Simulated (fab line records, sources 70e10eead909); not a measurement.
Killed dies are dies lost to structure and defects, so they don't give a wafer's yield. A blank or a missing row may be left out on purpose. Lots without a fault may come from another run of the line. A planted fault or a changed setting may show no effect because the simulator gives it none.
Which tool did it? | flow nand_harc | 12 lots, 36 wafers sampled, at 1 step of a route of 1302

WHAT THE GAUGES READ, wafer by wafer
NHARC_P_STI_OCD_MEAS_43. Usual: trench_depth_nm 302 nm, standard deviation 4.8; trench_foot_cd_nm 157.4 nm, standard deviation 2.2.
lot  | measured     | on     | trench_depth_nm (nm) | trench_foot_cd_nm (nm) | flag
L499 | day 2 21:46  | ocd-01 | 303 306 305          | 153.5 156.8 156.1      |
L500 | day 3 08:46  | ocd-02 | 298 301 288          | 155.3 157.1 159.1      |
L501 | day 3 19:13  | ocd-01 | 303 306 299          | 158.8 160.6 162.1      |
L502 | day 4 03:47  | ocd-01 | 291 303 305          | 160.8 161.6 160.2      |
L503 | day 4 13:16  | ocd-02 | 300 297 301          | 157.7 161.3 159.5      |
L504 | day 4 23:55  | ocd-02 | 290 301 293          | 156.8 153.9 157.4      |
L510 | day 7 10:59  | ocd-01 | 304 310 298          | 156.4 159.5 158.4      |
L517 | day 10 10:30 | ocd-02 | 298 303 300          | 158.5 160.6 158.0      |
L519 | day 11 06:51 | ocd-01 | 298 301 308          | 156.6 158.0 156.6      |
L520 | day 11 17:32 | ocd-02 | 305 306 302          | 153.3 157.2 156.0      |
L521 | day 12 01:14 | ocd-01 | 302 313 311          | 158.1 153.3 153.2      |
L522 | day 12 14:11 | ocd-01 | 300 314 298          | 156.8 156.3 156.2      |

WHICH TOOL RAN EACH LOT (tool, then ch and the chambers of the sampled wafers, then the start)
The record holds no process step before these readings.

WHAT THE TOOLS THEMSELVES READ (means of the sampled wafers that have a number; where no wafer has one, the mark that the record gives instead)
The record holds no such reading with a usual standard deviation.

THE ANSWER, worked out from the rows above alone
Rule: a lot is off if the mean of its wafers that have a number lies more than 3 standard deviations from the usual mean. A lot without any number at a reading at which 4 lots or more have one is off too. The other lots that the step has rows for count as sound. The gauges are gone through in route order, then the tools' own readings, and for those a lot's mean is taken as printed above. The first step at which some lot is off is used, and at that step the reading that is off furthest; a lot without a number counts as furthest.
No lot is off at any reading shown: from this, nothing can be told.

WHAT THE SIMULATOR HAD PUT IN
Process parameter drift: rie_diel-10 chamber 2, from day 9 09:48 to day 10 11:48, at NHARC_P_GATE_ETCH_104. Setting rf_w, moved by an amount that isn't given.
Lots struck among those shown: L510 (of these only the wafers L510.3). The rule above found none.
